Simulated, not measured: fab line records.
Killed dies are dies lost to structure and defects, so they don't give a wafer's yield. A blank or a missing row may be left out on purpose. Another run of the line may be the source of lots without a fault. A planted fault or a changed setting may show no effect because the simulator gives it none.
Which of the tools did it? :: flow nandHarc :: 24 lots, 72 wafers sampled, at 6 steps of a route of 1159

## WHAT EACH GAUGE READ, for each wafer
NHARC_P_STI_CD_MEAS_16. Usual: cdNm 200.6 nm, standard deviation 2.7.
lot: L074
measured: day 2 12:17
on: cdSem-01
cdNm (nm): 198.0 197.9 203.2
flag: 

lot: L075
measured: day 2 18:28
on: cdSem-02
cdNm (nm): 199.3 197.0 200.0
flag: 

lot: L077
measured: day 3 04:48
on: cdSem-03
cdNm (nm): 200.8 200.0 198.0
flag: 

lot: L076
measured: day 3 04:58
on: cdSem-03
cdNm (nm): 199.4 201.6 202.0
flag: 

lot: L078
measured: day 3 14:43
on: cdSem-02
cdNm (nm): 201.5 202.1 199.8
flag: 

lot: L079
measured: day 3 14:51
on: cdSem-03
cdNm (nm): 204.3 203.9 198.6
flag: 

lot: L080
measured: day 4 01:35
on: cdSem-03
cdNm (nm): 196.3 198.7 197.8
flag: 

lot: L081
measured: day 4 05:32
on: cdSem-03
cdNm (nm): 198.3 199.7 199.5
flag: 

lot: L082
measured: day 4 14:03
on: cdSem-03
cdNm (nm): 199.2 200.5 207.1
flag: 

lot: L083
measured: day 4 17:31
on: cdSem-01
cdNm (nm): 198.5 196.9 201.9
flag: 

lot: L084
measured: day 5 01:24
on: cdSem-03
cdNm (nm): 207.6 196.4 201.5
flag: 

lot: L085
measured: day 5 05:36
on: cdSem-01
cdNm (nm): 203.7 203.3 200.7
flag: 

lot: L086
measured: day 5 11:34
on: cdSem-01
cdNm (nm): 199.0 196.4 196.6
flag: 

lot: L087
measured: day 5 17:43
on: cdSem-02
cdNm (nm): 198.0 205.9 199.6
flag: 

lot: L088
measured: day 5 23:37
on: cdSem-01
cdNm (nm): 203.2 201.9 198.2
flag: 

lot: L089
measured: day 6 08:56
on: cdSem-01
cdNm (nm): 205.3 200.5 201.3
flag: 

lot: L090
measured: day 6 09:05
on: cdSem-01
cdNm (nm): 199.4 205.4 202.7
flag: 

lot: L091
measured: day 6 18:32
on: cdSem-03
cdNm (nm): 204.0 198.1 197.7
flag: 

lot: L092
measured: day 6 23:48
on: cdSem-03
cdNm (nm): 201.6 202.4 204.2
flag: 

lot: L093
measured: day 7 05:47
on: cdSem-01
cdNm (nm): 200.3 199.3 196.5
flag: 

lot: L094
measured: day 7 11:40
on: cdSem-01
cdNm (nm): 204.0 202.2 200.9
flag: 

lot: L095
measured: day 7 18:42
on: cdSem-01
cdNm (nm): 200.6 199.1 204.4
flag: 

lot: L096
measured: day 8 01:04
on: cdSem-01
cdNm (nm): 199.8 196.7 200.5
flag: 

lot: L097
measured: day 8 06:50
on: cdSem-02
cdNm (nm): 198.7 198.0 203.4
flag: 

NHARC_P_GATE_CD_MEAS_46: target cd 720 nm. Usual: cdNm 720.7 nm, standard deviation 1.8.
lot: L074
measured: day 5 00:19
on: cdSem-03
cdNm (nm): 722.6 722.6 720.5
flag: 

lot: L075
measured: day 5 09:31
on: cdSem-03
cdNm (nm): 719.0 717.5 720.5
flag: 

lot: L077
measured: day 5 18:26
on: cdSem-01
cdNm (nm): 721.4 720.4 717.9
flag: 

lot: L076
measured: day 5 17:26
on: cdSem-02
cdNm (nm): 722.6 720.5 722.5
flag: 

lot: L078
measured: day 6 07:21
on: cdSem-02
cdNm (nm): 720.2 718.1 717.5
flag: 

lot: L079
measured: day 6 06:28
on: cdSem-01
cdNm (nm): 722.0 723.0 721.2
flag: 

lot: L080
measured: day 6 17:31
on: cdSem-02
cdNm (nm): 719.0 718.3 719.4
flag: 

lot: L081
measured: day 6 18:10
on: cdSem-01
cdNm (nm): 720.9 723.9 723.6
flag: 

lot: L082
measured: day 7 05:06
on: cdSem-01
cdNm (nm): 723.8 722.1 721.7
flag: 

lot: L083
measured: day 7 05:47
on: cdSem-01
cdNm (nm): 718.7 720.8 721.6
flag: 

lot: L084
measured: day 7 18:34
on: cdSem-02
cdNm (nm): 722.1 718.1 717.7
flag: 

lot: L085
measured: day 7 18:23
on: cdSem-02
cdNm (nm): 719.0 720.2 718.8
flag: 

lot: L086
measured: day 8 10:52
on: cdSem-02
cdNm (nm): 722.0 720.1 722.2
flag: 

lot: L087
measured: day 8 11:41
on: cdSem-01
cdNm (nm): 723.5 720.4 722.9
flag: 

lot: L088
measured: day 8 16:56
on: cdSem-03
cdNm (nm): 721.8 722.2 720.9
flag: 

lot: L089
measured: day 8 21:42
on: cdSem-02
cdNm (nm): 721.3 720.3 720.9
flag: 

lot: L090
measured: day 8 22:06
on: cdSem-03
cdNm (nm): 718.0 719.0 718.6
flag: 

lot: L091
measured: day 9 10:28
on: cdSem-03
cdNm (nm): 720.4 721.9 720.0
flag: 

lot: L092
measured: day 9 11:24
on: cdSem-01
cdNm (nm): 720.6 723.5 723.7
flag: 

lot: L093
measured: day 9 22:05
on: cdSem-02
cdNm (nm): 719.8 717.6 723.8
flag: 

lot: L094
measured: day 9 23:25
on: cdSem-01
cdNm (nm): 721.3 720.3 720.2
flag: 

lot: L095
measured: day 10 10:49
on: cdSem-01
cdNm (nm): 721.1 717.2 720.6
flag: 

lot: L096
measured: day 10 19:00
on: cdSem-01
cdNm (nm): 718.6 717.5 719.3
flag: 

lot: L097
measured: day 10 19:10
on: cdSem-02
cdNm (nm): 724.4 722.9 723.3
flag: 

NHARC_P_CONTACT_INSPECT_27. Usual: rawDefectCount 303, standard deviation 130.
lot: L074
measured: day 5 22:42
on: defectInspect-02
rawDefectCount: 167 200 161
flag: 

lot: L075
measured: day 6 09:28
on: defectInspect-01
rawDefectCount: 566 239 256
flag: 

lot: L077
measured: day 6 10:40
on: defectInspect-01
rawDefectCount: 431 506 531
flag: 

lot: L076
measured: day 6 10:28
on: defectInspect-01
rawDefectCount: 169 221 182
flag: 

lot: L078
measured: day 6 22:49
on: defectInspect-02
rawDefectCount: 268 276 211
flag: 

lot: L079
measured: day 6 21:50
on: defectInspect-01
rawDefectCount: 697 462 390
flag: 

lot: L080
measured: day 7 05:03
on: defectInspect-02
rawDefectCount: 224 193 299
flag: 

lot: L081
measured: day 7 05:42
on: defectInspect-02
rawDefectCount: 242 236 184
flag: 

lot: L082
measured: day 7 19:22
on: defectInspect-02
rawDefectCount: 387 317 270
flag: 

lot: L083
measured: day 7 19:55
on: defectInspect-02
rawDefectCount: 321 583 359
flag: 

lot: L084
measured: day 8 11:13
on: defectInspect-02
rawDefectCount: 213 159 399
flag: 

lot: L085
measured: day 8 11:30
on: defectInspect-02
rawDefectCount: 362 419 518
flag: 

lot: L086
measured: day 9 01:19
on: defectInspect-01
rawDefectCount: 521 717 610
flag: 

lot: L087
measured: day 9 01:34
on: defectInspect-01
rawDefectCount: 253 197 318
flag: 

lot: L088
measured: day 9 07:22
on: defectInspect-01
rawDefectCount: 244 136 218
flag: 

lot: L089
measured: day 9 11:55
on: defectInspect-01
rawDefectCount: 274 238 221
flag: 

lot: L090
measured: day 9 12:27
on: defectInspect-02
rawDefectCount: 255 293 365
flag: 

lot: L091
measured: day 9 22:07
on: defectInspect-01
rawDefectCount: 138 310 144
flag: 

lot: L092
measured: day 9 22:45
on: defectInspect-01
rawDefectCount: 382 454 276
flag: 

lot: L093
measured: day 10 09:23
on: defectInspect-02
rawDefectCount: 239 483 294
flag: 

lot: L094
measured: day 10 11:02
on: defectInspect-02
rawDefectCount: 220 125 161
flag: 

lot: L095
measured: day 10 22:26
on: defectInspect-02
rawDefectCount: 324 246 221
flag: 

lot: L096
measured: day 11 11:56
on: defectInspect-02
rawDefectCount: 138 190 232
flag: 

lot: L097
measured: day 11 07:11
on: defectInspect-01
rawDefectCount: 460 295 352
flag: 

## WHAT TOOL EACH LOT RAN ON (gives the tool, then ch and the chambers of the sampled wafers, and finally the start)
lot: L074
NHARC_P_STI_DESCUM_14: rieDiel-08 ch 0,1,2, day 2 11:50
NHARC_P_GATE_DESCUM_13: rieDiel-12 ch 1,3, day 3 22:16
NHARC_P_GATE_STRIP_75: plasmaAsher-01 ch 0,1, day 5 01:10

lot: L075
NHARC_P_STI_DESCUM_14: rieDiel-09 ch 2,3, day 2 18:02
NHARC_P_GATE_DESCUM_13: rieDiel-12 ch 0,1,2, day 4 05:43
NHARC_P_GATE_STRIP_75: plasmaAsher-02 ch 1, day 5 10:21

lot: L077
NHARC_P_STI_DESCUM_14: rieDiel-11 ch 0,2,3, day 3 04:23
NHARC_P_GATE_DESCUM_13: rieDiel-04 ch 0,2, day 4 15:45
NHARC_P_GATE_STRIP_75: plasmaAsher-02 ch 0,1, day 5 19:17

lot: L076
NHARC_P_STI_DESCUM_14: rieDiel-09 ch 0,2,3, day 3 04:32
NHARC_P_GATE_DESCUM_13: rieDiel-12 ch 1,2,3, day 4 15:48
NHARC_P_GATE_STRIP_75: plasmaAsher-01 ch 0,1, day 5 18:17

lot: L078
NHARC_P_STI_DESCUM_14: rieDiel-09 ch 0,3, day 3 14:16
NHARC_P_GATE_DESCUM_13: rieDiel-12 ch 0,3, day 5 03:44
NHARC_P_GATE_STRIP_75: plasmaAsher-01 ch 0,1, day 6 08:12

lot: L079
NHARC_P_STI_DESCUM_14: rieDiel-11 ch 0,2,3, day 3 14:25
NHARC_P_GATE_DESCUM_13: rieDiel-12 ch 0,2, day 5 03:52
NHARC_P_GATE_STRIP_75: plasmaAsher-01 ch 0,1, day 6 07:18

lot: L080
NHARC_P_STI_DESCUM_14: rieDiel-11 ch 0,1, day 4 01:07
NHARC_P_GATE_DESCUM_13: rieDiel-04 ch 0,2,3, day 5 13:59
NHARC_P_GATE_STRIP_75: plasmaAsher-01 ch 0,1, day 6 18:22

lot: L081
NHARC_P_STI_DESCUM_14: rieDiel-11 ch 0,1,3, day 4 05:07
NHARC_P_GATE_DESCUM_13: rieDiel-04 ch 0,1,2, day 5 14:11
NHARC_P_GATE_STRIP_75: plasmaAsher-02 ch 0,1, day 6 19:04

lot: L082
NHARC_P_STI_DESCUM_14: rieDiel-08 ch 0,1,3, day 4 13:37
NHARC_P_GATE_DESCUM_13: rieDiel-02 ch 1,2,3, day 6 03:14
NHARC_P_GATE_STRIP_75: plasmaAsher-02 ch 0,1, day 7 05:56

lot: L083
NHARC_P_STI_DESCUM_14: rieDiel-11 ch 0,1,2, day 4 17:05
NHARC_P_GATE_DESCUM_13: rieDiel-02 ch 0,1,2, day 6 03:25
NHARC_P_GATE_STRIP_75: plasmaAsher-01 ch 0,1, day 7 06:39

lot: L084
NHARC_P_STI_DESCUM_14: rieDiel-11 ch 1,2,3, day 5 00:59
NHARC_P_GATE_DESCUM_13: rieDiel-02 ch 2,3, day 6 15:50
NHARC_P_GATE_STRIP_75: plasmaAsher-02 ch 0,1, day 7 19:24

lot: L085
NHARC_P_STI_DESCUM_14: rieDiel-08 ch 0,1,3, day 5 05:10
NHARC_P_GATE_DESCUM_13: rieDiel-02 ch 0,1,3, day 6 16:00
NHARC_P_GATE_STRIP_75: plasmaAsher-01 ch 0,1, day 7 19:13

lot: L086
NHARC_P_STI_DESCUM_14: rieDiel-08 ch 1,2,3, day 5 11:05
NHARC_P_GATE_DESCUM_13: rieDiel-04 ch 0,1,2, day 7 08:31
NHARC_P_GATE_STRIP_75: plasmaAsher-01 ch 0,1, day 8 11:41

lot: L087
NHARC_P_STI_DESCUM_14: rieDiel-11 ch 1,2,3, day 5 17:17
NHARC_P_GATE_DESCUM_13: rieDiel-04 ch 0,2, day 7 08:22
NHARC_P_GATE_STRIP_75: plasmaAsher-01 ch 0, day 8 12:31

lot: L088
NHARC_P_STI_DESCUM_14: rieDiel-09 ch 0,2, day 5 23:11
NHARC_P_GATE_DESCUM_13: rieDiel-04 ch 1,2,3, day 7 15:01
NHARC_P_GATE_STRIP_75: plasmaAsher-01 ch 1, day 8 18:30

lot: L089
NHARC_P_STI_DESCUM_14: rieDiel-11 ch 1,2,3, day 6 08:30
NHARC_P_GATE_DESCUM_13: rieDiel-02 ch 0,1,3, day 7 20:02
NHARC_P_GATE_STRIP_75: plasmaAsher-01 ch 0,1, day 8 22:33

lot: L090
NHARC_P_STI_DESCUM_14: rieDiel-09 ch 1,3, day 6 08:38
NHARC_P_GATE_DESCUM_13: rieDiel-02 ch 0,2, day 7 20:13
NHARC_P_GATE_STRIP_75: plasmaAsher-01 ch 0,1, day 8 23:13

lot: L091
NHARC_P_STI_DESCUM_14: rieDiel-09 ch 0,1,3, day 6 18:05
NHARC_P_GATE_DESCUM_13: rieDiel-04 ch 0,2,3, day 8 08:31
NHARC_P_GATE_STRIP_75: plasmaAsher-02 ch 0,1, day 9 11:21

lot: L092
NHARC_P_STI_DESCUM_14: rieDiel-08 ch 1,2, day 6 23:21
NHARC_P_GATE_DESCUM_13: rieDiel-02 ch 1,2, day 8 08:41
NHARC_P_GATE_STRIP_75: plasmaAsher-02 ch 0,1, day 9 12:16

lot: L093
NHARC_P_STI_DESCUM_14: rieDiel-11 ch 0,1,2, day 7 05:22
NHARC_P_GATE_DESCUM_13: rieDiel-04 ch 0,2,3, day 8 20:28
NHARC_P_GATE_STRIP_75: plasmaAsher-01 ch 0,1, day 9 22:55

lot: L094
NHARC_P_STI_DESCUM_14: rieDiel-11 ch 0,2,3, day 7 11:14
NHARC_P_GATE_DESCUM_13: rieDiel-12 ch 0,1,2, day 8 20:36
NHARC_P_GATE_STRIP_75: plasmaAsher-02 ch 0,1, day 10 00:16

lot: L095
NHARC_P_STI_DESCUM_14: rieDiel-09 ch 1,3, day 7 18:14
NHARC_P_GATE_DESCUM_13: rieDiel-12 ch 2,3, day 9 07:30
NHARC_P_GATE_STRIP_75: plasmaAsher-01 ch 0,1, day 10 11:42

lot: L096
NHARC_P_STI_DESCUM_14: rieDiel-08 ch 1,2,3, day 8 00:39
NHARC_P_GATE_DESCUM_13: rieDiel-04 ch 0,1,3, day 9 14:29
NHARC_P_GATE_STRIP_75: plasmaAsher-01 ch 1, day 10 20:03

lot: L097
NHARC_P_STI_DESCUM_14: rieDiel-11 ch 0,1,2, day 8 06:25
NHARC_P_GATE_DESCUM_13: rieDiel-04 ch 0,1, day 9 14:22
NHARC_P_GATE_STRIP_75: plasmaAsher-02 ch 0,1, day 10 20:05
- NHARC_P_STI_DESCUM_14: chemistry O2, time 3 s.
- NHARC_P_GATE_DESCUM_13: chemistry O2, time 3 s.
- NHARC_P_GATE_STRIP_75: strips in O2.

## WHAT THE TOOLS THEMSELVES READ (means of the sampled wafers that have a number; where no wafer has one, the mark that the record gives instead)
NHARC_P_STI_DESCUM_14. Usual: drypumpMotorCurrentA 6.0 A, standard deviation 0.44; oesProductAu 0.999 a.u., standard deviation 0.0085; rfVppV 57.7 V, standard deviation 0.95; showerheadPlenumPTorr 1.90 Torr, standard deviation 0.082; throttleValvePct 11.310 %, standard deviation 0.0092.
lot: L074
tool: rieDiel-08
drypumpMotorCurrentA (A): 6.2
oesProductAu (a.u.): 0.994
rfVppV (V): 57.8
showerheadPlenumPTorr (Torr): 1.99
throttleValvePct (%): 11.314
flag: 

lot: L075
tool: rieDiel-09
drypumpMotorCurrentA (A): 5.4
oesProductAu (a.u.): 0.996
rfVppV (V): 58.4
showerheadPlenumPTorr (Torr): 1.90
throttleValvePct (%): 11.305
flag: 

lot: L077
tool: rieDiel-11
drypumpMotorCurrentA (A): 6.2
oesProductAu (a.u.): 0.998
rfVppV (V): 57.8
showerheadPlenumPTorr (Torr): 1.89
throttleValvePct (%): 11.308
flag: 

lot: L076
tool: rieDiel-09
drypumpMotorCurrentA (A): 5.4
oesProductAu (a.u.): 0.997
rfVppV (V): 58.0
showerheadPlenumPTorr (Torr): 1.87
throttleValvePct (%): 11.304
flag: 

lot: L078
tool: rieDiel-09
drypumpMotorCurrentA (A): 5.3
oesProductAu (a.u.): 1.002
rfVppV (V): 57.3
showerheadPlenumPTorr (Torr): 1.82
throttleValvePct (%): 11.311
flag: 

lot: L079
tool: rieDiel-11
drypumpMotorCurrentA (A): 6.3
oesProductAu (a.u.): 0.996
rfVppV (V): 57.5
showerheadPlenumPTorr (Torr): 1.89
throttleValvePct (%): 11.305
flag: 

lot: L080
tool: rieDiel-11
drypumpMotorCurrentA (A): 6.4
oesProductAu (a.u.): 1.003
rfVppV (V): 57.8
showerheadPlenumPTorr (Torr): 1.97
throttleValvePct (%): 11.298
flag: 

lot: L081
tool: rieDiel-11
drypumpMotorCurrentA (A): 6.3
oesProductAu (a.u.): 1.002
rfVppV (V): 57.3
showerheadPlenumPTorr (Torr): 1.91
throttleValvePct (%): 11.311
flag: 

lot: L082
tool: rieDiel-08
drypumpMotorCurrentA (A): 6.2
oesProductAu (a.u.): 1.001
rfVppV (V): 58.5
showerheadPlenumPTorr (Torr): 2.02
throttleValvePct (%): 11.303
flag: 

lot: L083
tool: rieDiel-11
drypumpMotorCurrentA (A): 6.2
oesProductAu (a.u.): 0.993
rfVppV (V): 57.2
showerheadPlenumPTorr (Torr): 1.91
throttleValvePct (%): 11.311
flag: 

lot: L084
tool: rieDiel-11
drypumpMotorCurrentA (A): 6.1
oesProductAu (a.u.): 0.994
rfVppV (V): 56.9
showerheadPlenumPTorr (Torr): 1.85
throttleValvePct (%): 11.313
flag: 

lot: L085
tool: rieDiel-08
drypumpMotorCurrentA (A): 6.2
oesProductAu (a.u.): 1.005
rfVppV (V): 59.3
showerheadPlenumPTorr (Torr): 2.02
throttleValvePct (%): 11.313
flag: 

lot: L086
tool: rieDiel-08
drypumpMotorCurrentA (A): 6.3
oesProductAu (a.u.): 1.001
rfVppV (V): 58.3
showerheadPlenumPTorr (Torr): 2.01
throttleValvePct (%): 11.300
flag: 

lot: L087
tool: rieDiel-11
drypumpMotorCurrentA (A): 6.1
oesProductAu (a.u.): 1.003
rfVppV (V): 57.3
showerheadPlenumPTorr (Torr): 1.85
throttleValvePct (%): 11.309
flag: 

lot: L088
tool: rieDiel-09
drypumpMotorCurrentA (A): 5.6
oesProductAu (a.u.): 1.005
rfVppV (V): 57.8
showerheadPlenumPTorr (Torr): 1.88
throttleValvePct (%): 11.306
flag: 

lot: L089
tool: rieDiel-11
drypumpMotorCurrentA (A): 6.1
oesProductAu (a.u.): 0.998
rfVppV (V): 58.0
showerheadPlenumPTorr (Torr): 1.85
throttleValvePct (%): 11.315
flag: 

lot: L090
tool: rieDiel-09
drypumpMotorCurrentA (A): 5.2
oesProductAu (a.u.): 0.997
rfVppV (V): 57.4
showerheadPlenumPTorr (Torr): 1.81
throttleValvePct (%): 11.313
flag: 

lot: L091
tool: rieDiel-09
drypumpMotorCurrentA (A): 5.3
oesProductAu (a.u.): 0.999
rfVppV (V): 57.3
showerheadPlenumPTorr (Torr): 1.82
throttleValvePct (%): 11.313
flag: 

lot: L092
tool: rieDiel-08
drypumpMotorCurrentA (A): 6.3
oesProductAu (a.u.): 0.994
rfVppV (V): 58.1
showerheadPlenumPTorr (Torr): 1.97
throttleValvePct (%): 11.314
flag: 

lot: L093
tool: rieDiel-11
drypumpMotorCurrentA (A): 6.2
oesProductAu (a.u.): 1.004
rfVppV (V): 58.0
showerheadPlenumPTorr (Torr): 1.91
throttleValvePct (%): 11.307
flag: 

lot: L094
tool: rieDiel-11
drypumpMotorCurrentA (A): 6.2
oesProductAu (a.u.): 0.997
rfVppV (V): 58.4
showerheadPlenumPTorr (Torr): 1.89
throttleValvePct (%): 11.316
flag: 

lot: L095
tool: rieDiel-09
drypumpMotorCurrentA (A): 5.2
oesProductAu (a.u.): 0.989
rfVppV (V): 57.4
showerheadPlenumPTorr (Torr): 1.81
throttleValvePct (%): 11.316
flag: 

lot: L096
tool: rieDiel-08
drypumpMotorCurrentA (A): 6.3
oesProductAu (a.u.): 0.999
rfVppV (V): 58.3
showerheadPlenumPTorr (Torr): 2.00
throttleValvePct (%): 11.317
flag: 

lot: L097
tool: rieDiel-11
drypumpMotorCurrentA (A): 6.2
oesProductAu (a.u.): 0.996
rfVppV (V): 57.4
showerheadPlenumPTorr (Torr): 1.90
throttleValvePct (%): 11.310
flag: 

NHARC_P_GATE_DESCUM_13. Usual: drypumpMotorCurrentA 5.4 A, standard deviation 0.4; oesProductAu 1.002 a.u., standard deviation 0.011; rfVppV 57.6 V, standard deviation 0.79; showerheadPlenumPTorr 1.90 Torr, standard deviation 0.057; throttleValvePct 11.311 %, standard deviation 0.0082.
lot: L074
tool: rieDiel-12
drypumpMotorCurrentA (A): 5.2
oesProductAu (a.u.): 0.998
rfVppV (V): 58.5
showerheadPlenumPTorr (Torr): 1.97
throttleValvePct (%): 11.316
flag: 

lot: L075
tool: rieDiel-12
drypumpMotorCurrentA (A): 5.1
oesProductAu (a.u.): 0.995
rfVppV (V): 58.2
showerheadPlenumPTorr (Torr): 1.95
throttleValvePct (%): 11.313
flag: 

lot: L077
tool: rieDiel-04
drypumpMotorCurrentA (A): 5.7
oesProductAu (a.u.): 1.000
rfVppV (V): 58.3
showerheadPlenumPTorr (Torr): 1.92
throttleValvePct (%): 11.316
flag: 

lot: L076
tool: rieDiel-12
drypumpMotorCurrentA (A): 5.4
oesProductAu (a.u.): 0.997
rfVppV (V): 57.7
showerheadPlenumPTorr (Torr): 1.92
throttleValvePct (%): 11.310
flag: 

lot: L078
tool: rieDiel-12
drypumpMotorCurrentA (A): 6.0
oesProductAu (a.u.): 1.000
rfVppV (V): 57.2
showerheadPlenumPTorr (Torr): 1.87
throttleValvePct (%): 11.311
flag: 

lot: L079
tool: rieDiel-12
drypumpMotorCurrentA (A): 5.3
oesProductAu (a.u.): 1.000
rfVppV (V): 57.0
showerheadPlenumPTorr (Torr): 1.90
throttleValvePct (%): 11.313
flag: 

lot: L080
tool: rieDiel-04
drypumpMotorCurrentA (A): 5.6
oesProductAu (a.u.): 1.003
rfVppV (V): 57.4
showerheadPlenumPTorr (Torr): 1.89
throttleValvePct (%): 11.304
flag: 

lot: L081
tool: rieDiel-04
drypumpMotorCurrentA (A): 5.4
oesProductAu (a.u.): 1.000
rfVppV (V): 56.9
showerheadPlenumPTorr (Torr): 1.92
throttleValvePct (%): 11.310
flag: 

lot: L082
tool: rieDiel-02
drypumpMotorCurrentA (A): 5.4
oesProductAu (a.u.): 0.999
rfVppV (V): 57.5
showerheadPlenumPTorr (Torr): 1.89
throttleValvePct (%): 11.307
flag: 

lot: L083
tool: rieDiel-02
drypumpMotorCurrentA (A): 5.5
oesProductAu (a.u.): 1.003
rfVppV (V): 57.0
showerheadPlenumPTorr (Torr): 1.88
throttleValvePct (%): 11.310
flag: 

lot: L084
tool: rieDiel-02
drypumpMotorCurrentA (A): 5.3
oesProductAu (a.u.): 1.004
rfVppV (V): 57.4
showerheadPlenumPTorr (Torr): 1.84
throttleValvePct (%): 11.318
flag: 

lot: L085
tool: rieDiel-02
drypumpMotorCurrentA (A): 5.6
oesProductAu (a.u.): 0.996
rfVppV (V): 57.8
showerheadPlenumPTorr (Torr): 1.93
throttleValvePct (%): 11.319
flag: 

lot: L086
tool: rieDiel-04
drypumpMotorCurrentA (A): 5.5
oesProductAu (a.u.): 1.001
rfVppV (V): 58.1
showerheadPlenumPTorr (Torr): 1.92
throttleValvePct (%): 11.303
flag: 

lot: L087
tool: rieDiel-04
drypumpMotorCurrentA (A): 5.7
oesProductAu (a.u.): 0.989
rfVppV (V): 57.8
showerheadPlenumPTorr (Torr): 1.92
throttleValvePct (%): 11.306
flag: 

lot: L088
tool: rieDiel-04
drypumpMotorCurrentA (A): 5.3
oesProductAu (a.u.): 1.007
rfVppV (V): 57.9
showerheadPlenumPTorr (Torr): 1.89
throttleValvePct (%): 11.310
flag: 

lot: L089
tool: rieDiel-02
drypumpMotorCurrentA (A): 5.6
oesProductAu (a.u.): 1.011
rfVppV (V): 58.4
showerheadPlenumPTorr (Torr): 1.93
throttleValvePct (%): 11.306
flag: 

lot: L090
tool: rieDiel-02
drypumpMotorCurrentA (A): 5.5
oesProductAu (a.u.): 1.003
rfVppV (V): 57.6
showerheadPlenumPTorr (Torr): 1.83
throttleValvePct (%): 11.307
flag: 

lot: L091
tool: rieDiel-04
drypumpMotorCurrentA (A): 5.6
oesProductAu (a.u.): 1.000
rfVppV (V): 58.1
showerheadPlenumPTorr (Torr): 1.89
throttleValvePct (%): 11.312
flag: 

lot: L092
tool: rieDiel-02
drypumpMotorCurrentA (A): 5.3
oesProductAu (a.u.): 1.020
rfVppV (V): 58.1
showerheadPlenumPTorr (Torr): 1.84
throttleValvePct (%): 11.305
flag: 

lot: L093
tool: rieDiel-04
drypumpMotorCurrentA (A): 5.5
oesProductAu (a.u.): 0.999
rfVppV (V): 58.1
showerheadPlenumPTorr (Torr): 1.89
throttleValvePct (%): 11.312
flag: 

lot: L094
tool: rieDiel-12
drypumpMotorCurrentA (A): 5.1
oesProductAu (a.u.): 1.005
rfVppV (V): 57.2
showerheadPlenumPTorr (Torr): 1.94
throttleValvePct (%): 11.306
flag: 

lot: L095
tool: rieDiel-12
drypumpMotorCurrentA (A): 5.8
oesProductAu (a.u.): 1.012
rfVppV (V): 57.0
showerheadPlenumPTorr (Torr): 1.85
throttleValvePct (%): 11.312
flag: 

lot: L096
tool: rieDiel-04
drypumpMotorCurrentA (A): 5.3
oesProductAu (a.u.): 0.995
rfVppV (V): 57.4
showerheadPlenumPTorr (Torr): 1.89
throttleValvePct (%): 11.315
flag: 

lot: L097
tool: rieDiel-04
drypumpMotorCurrentA (A): 5.4
oesProductAu (a.u.): 0.995
rfVppV (V): 57.4
showerheadPlenumPTorr (Torr): 1.92
throttleValvePct (%): 11.316
flag: 

NHARC_P_GATE_STRIP_75. Usual: drypumpMotorCurrentA 5.8 A, standard deviation 0.44; heaterPowerW 302 W, standard deviation 26; rfReflPowerW 19 W, standard deviation 7.1; tempC 250.02 C, standard deviation 0.16.
lot: L074
tool: plasmaAsher-01
drypumpMotorCurrentA (A): 5.5
heaterPowerW (W): 282
rfReflPowerW (W): 15
tempC (C): 250.01
flag: 

lot: L075
tool: plasmaAsher-02
drypumpMotorCurrentA (A): 5.9
heaterPowerW (W): 334
rfReflPowerW (W): 32
tempC (C): 250.05
flag: 

lot: L077
tool: plasmaAsher-02
drypumpMotorCurrentA (A): 6.1
heaterPowerW (W): 332
rfReflPowerW (W): 26
tempC (C): 249.98
flag: 

lot: L076
tool: plasmaAsher-01
drypumpMotorCurrentA (A): 5.5
heaterPowerW (W): 286
rfReflPowerW (W): 15
tempC (C): 250.00
flag: 

lot: L078
tool: plasmaAsher-01
drypumpMotorCurrentA (A): 5.7
heaterPowerW (W): 278
rfReflPowerW (W): 18
tempC (C): 250.05
flag: 

lot: L079
tool: plasmaAsher-01
drypumpMotorCurrentA (A): 5.5
heaterPowerW (W): 289
rfReflPowerW (W): 15
tempC (C): 250.24
flag: 

lot: L080
tool: plasmaAsher-01
drypumpMotorCurrentA (A): 5.5
heaterPowerW (W): 288
rfReflPowerW (W): 16
tempC (C): 250.02
flag: 

lot: L081
tool: plasmaAsher-02
drypumpMotorCurrentA (A): 6.1
heaterPowerW (W): 334
rfReflPowerW (W): 26
tempC (C): 249.93
flag: 

lot: L082
tool: plasmaAsher-02
drypumpMotorCurrentA (A): 6.2
heaterPowerW (W): 338
rfReflPowerW (W): 19
tempC (C): 250.05
flag: 

lot: L083
tool: plasmaAsher-01
drypumpMotorCurrentA (A): 5.5
heaterPowerW (W): 288
rfReflPowerW (W): 15
tempC (C): 249.72
flag: 

lot: L084
tool: plasmaAsher-02
drypumpMotorCurrentA (A): 6.1
heaterPowerW (W): 337
rfReflPowerW (W): 26
tempC (C): 249.99
flag: 

lot: L085
tool: plasmaAsher-01
drypumpMotorCurrentA (A): 5.7
heaterPowerW (W): 279
rfReflPowerW (W): 18
tempC (C): 250.00
flag: 

lot: L086
tool: plasmaAsher-01
drypumpMotorCurrentA (A): 5.7
heaterPowerW (W): 279
rfReflPowerW (W): 18
tempC (C): 250.05
flag: 

lot: L087
tool: plasmaAsher-01
drypumpMotorCurrentA (A): 6.0
heaterPowerW (W): 280
rfReflPowerW (W): 20
tempC (C): 250.23
flag: 

lot: L088
tool: plasmaAsher-01
drypumpMotorCurrentA (A): 5.2
heaterPowerW (W): 292
rfReflPowerW (W): 13
tempC (C): 250.00
flag: 

lot: L089
tool: plasmaAsher-01
drypumpMotorCurrentA (A): 5.4
heaterPowerW (W): 285
rfReflPowerW (W): 15
tempC (C): 250.12
flag: 

lot: L090
tool: plasmaAsher-01
drypumpMotorCurrentA (A): 5.7
heaterPowerW (W): 286
rfReflPowerW (W): 18
tempC (C): 250.13
flag: 

lot: L091
tool: plasmaAsher-02
drypumpMotorCurrentA (A): 6.2
heaterPowerW (W): 339
rfReflPowerW (W): 19
tempC (C): 250.01
flag: 

lot: L092
tool: plasmaAsher-02
drypumpMotorCurrentA (A): 6.2
heaterPowerW (W): 338
rfReflPowerW (W): 20
tempC (C): 249.92
flag: 

lot: L093
tool: plasmaAsher-01
drypumpMotorCurrentA (A): 5.7
heaterPowerW (W): 278
rfReflPowerW (W): 17
tempC (C): 249.93
flag: 

lot: L094
tool: plasmaAsher-02
drypumpMotorCurrentA (A): 6.0
heaterPowerW (W): 327
rfReflPowerW (W): 26
tempC (C): 249.88
flag: 

lot: L095
tool: plasmaAsher-01
drypumpMotorCurrentA (A): 5.7
heaterPowerW (W): 276
rfReflPowerW (W): 18
tempC (C): 250.09
flag: 

lot: L096
tool: plasmaAsher-01
drypumpMotorCurrentA (A): 5.2
heaterPowerW (W): 290
rfReflPowerW (W): 13
tempC (C): 250.08
flag: 

lot: L097
tool: plasmaAsher-02
drypumpMotorCurrentA (A): 6.1
heaterPowerW (W): 329
rfReflPowerW (W): 26
tempC (C): 249.85
flag: 

## THE ANSWER, worked out from the rows above alone
Rule: a lot counts as off when the mean over its wafers that have a number is more than 3 standard deviations away from the usual mean. Also off: a lot with no number at a reading for which 4 or more lots have one. The other lots that the step has rows for count as sound. Order of review: gauges by route order, followed by the tools' own readings, for which a lot's mean as printed above is used. The first step at which some lot is off is used, and at that step the reading that is off furthest; a lot without a number counts as furthest.
Nothing can be told from this: no lot is off at any reading shown.

## WHAT THE SIMULATOR HAD PUT IN
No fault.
